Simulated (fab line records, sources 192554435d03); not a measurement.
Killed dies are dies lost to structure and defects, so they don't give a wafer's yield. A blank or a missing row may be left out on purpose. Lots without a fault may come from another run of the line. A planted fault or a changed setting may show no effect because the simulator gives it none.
Chamber matching | flow n5_finfet | N5_MIM_TOP_ETCH_STRIP_01 on rie_diel-01: 4 sister chambers
The step strips in O2. 4 wafers are shown with their chamber, then 7 later ones without.

WAFERS WITH THEIR CHAMBER
wafer  | chamber | drypump_motor_current_A (A)
L091.2 | 3       | 5.4
L091.3 | 1       | 5.5
L090.3 | 2       | 6.1
L090.5 | 0       | 5.2

WAFERS WITHOUT THEIR CHAMBER
wafer  | drypump_motor_current_A (A)
L090.6 | 5.5
L092.2 | 5.5
L092.4 | 5.6
L092.6 | 5.5
L094.4 | 5.3
L094.5 | 6.1
L094.6 | 5.5

WHICH CHAMBER EACH WENT THROUGH
wafer  | from the rows above          | in truth
L090.6 | can't be placed: 1 or 3      | 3
L092.2 | can't be placed: 1 or 3      | 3
L092.4 | can't be placed: 1 or 3      | 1
L092.6 | can't be placed: 1 or 3      | 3
L094.4 | can't be placed: 0 or 3 or 1 | 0
L094.5 | 2                            | 2
L094.6 | can't be placed: 1 or 3      | 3
Placed correctly: 1 of 7. Can't be placed from these rows: 6 (the true chamber is among the candidates in 6). Placed wrongly: 0.
How it was worked out, from the rows above alone: a wafer's distance from a chamber is the root of the sum, over the readings, of the square of ((its reading less the chamber's mean) divided by the reading's scatter). The wafer belongs to the nearest chamber; if the next one is less than 2 further off, it can't be placed. A chamber's mean is the mean of its shown wafers. The scatter: with one shown wafer a chamber, the root of the mean of the squares of how far each hidden wafer lies from its nearest shown one.
